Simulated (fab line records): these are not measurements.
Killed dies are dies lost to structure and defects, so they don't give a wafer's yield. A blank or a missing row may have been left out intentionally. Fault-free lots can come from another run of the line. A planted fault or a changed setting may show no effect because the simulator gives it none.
Comparing a struck lot with a sound one ; flow nand harc ; 27 out of 1159 route steps
Sound: these wafers, L200.3, L200.4, L200.6. Wafers L193.2, L193.3, L193.5 were the ones struck. Last of all comes the cause.
For every step that has rows: the tool of each side, followed by ch and its chambers, followed by its first start. Under that, the readings that differ: sound wafers ; struck wafers ; difference of the means ; sigmas: that difference in standard deviations of wafers without a fault.
alike: readings whose means differ by less than 2 such deviations, and words and numbers that are the same on both sides. not compared: withheld readings, readings that some wafer has no value for, bounds like >300 that may hide the same value, and numbers for which the record gives no deviation and whose values overlap.
Wherever a step has rows on one side only, a row that says differs or no value, or a row with sigmas, the two part there. Numbers that have no deviation but don't overlap get no sigmas and don't part them. Lack of a reading on every wafer of one side parts them only where that side has two or more wafers.

first, 5 steps without rows for these wafers: NHARC_P_GATE_SOFTBAKE_06 (time 95 s); NHARC_P_GATE_EBR_07; NHARC_P_GATE_EXPOSE_08 (exposes mask P HV); NHARC_P_GATE_PEB_09 (peb time 85 s); NHARC_P_GATE_DEVELOP_10 (time 70 s).
NHARC_P_GATE_CD_MEAS_11: the cd target is 1640 nm.
  sound on cd sem-02 ch 0, day 9 04:01; struck on cd sem-03 ch 0, day 7 07:09
  alike: cd nm
then, 1 step without rows for these wafers: NHARC_P_GATE_HARDBAKE_12 (time 80 s).
NHARC_P_GATE_DESCUM_13: chemistry O2, time 3 s.
  sound on rie diel-04 ch 0,1,2, day 9 04:12; struck on rie diel-04 ch 0,1, day 7 07:26
  alike: drypump motor current A, oes product au, rf vpp V, showerhead plenum p Torr, throttle valve pct
  not compared: rf hours counter h
then, 4 steps without rows for these wafers: NHARC_P_GATE_ETCH_14 (etches SiO2 in dHF, target depth 48.8 nm); NHARC_P_GATE_STRIP_15 (strips in SPM, time 780 s); NHARC_P_GATE_PRECLEAN_71 (cleans in SC1); NHARC_P_GATE_SRD_72.
NHARC_P_GATE_OXIDE_16: material SiO2, target thk 3 nm, ox time 392 s.
  sound on furnace-03 ch 0, day 9 08:11; struck on furnace-06 ch 0, day 7 10:25
then, 1 step without rows for these wafers: NHARC_P_GATE_CVD_17 (deposits poly-Si, target thk 150 nm, time 900 s).
NHARC_P_GATE_HM_DEP_102: deposits aC, target thk 120 nm.
  sound on acl dep-03 ch 0, day 9 18:27; struck on acl dep-02 ch 0, day 7 19:58
  alike: throttle valve pct
NHARC_P_GATE_DEP_103: deposits SiON, target thk 30 nm.
  sound on pecvd-04 ch 0,1,2, day 9 18:53; struck on pecvd-04 ch 0,1, day 7 20:31
  alike: heater power w
  not compared: since wet clean h
then, 8 steps without rows for these wafers: NHARC_P_GATE_DEHYDRATE_18 (time 120 s); NHARC_P_GATE_HMDS_19 (time 30 s); NHARC_P_GATE_COAT_20 (resist thk 90 nm); NHARC_P_GATE_SOFTBAKE_21 (time 55 s); NHARC_P_GATE_EBR_22; NHARC_P_GATE_EXPOSE_23 (exposes mask P GATE, target cd 120 nm); NHARC_P_GATE_PEB_24 (peb time 65 s); NHARC_P_GATE_DEVELOP_25 (develop time 35 s).
NHARC_P_GATE_CD_MEAS_26: the cd target is 120 nm.
  sound on cd sem-01 ch 0, day 9 19:35; struck on cd sem-01 ch 0, day 7 21:12
  alike: cd nm
NHARC_P_GATE_OVL_MEAS_27:
  sound: overlay-01 at day 9 19:41; struck: overlay-01 at day 7 21:17
  alike: overlay x nm, overlay y nm
NHARC_P_GATE_INSPECT_28:
  sound: defect inspect-02 at day 9 19:43; struck: defect inspect-02 at day 7 21:29
reading;sound;struck;difference;sigmas
raw defect count;8 8 10;1306 1259 1267;+1269;+99 or more
  not compared: hold

WHERE THEY PART
Only at NHARC_P_GATE_INSPECT_28, as far as this record shows.

WHY: whatever the simulator had introduced
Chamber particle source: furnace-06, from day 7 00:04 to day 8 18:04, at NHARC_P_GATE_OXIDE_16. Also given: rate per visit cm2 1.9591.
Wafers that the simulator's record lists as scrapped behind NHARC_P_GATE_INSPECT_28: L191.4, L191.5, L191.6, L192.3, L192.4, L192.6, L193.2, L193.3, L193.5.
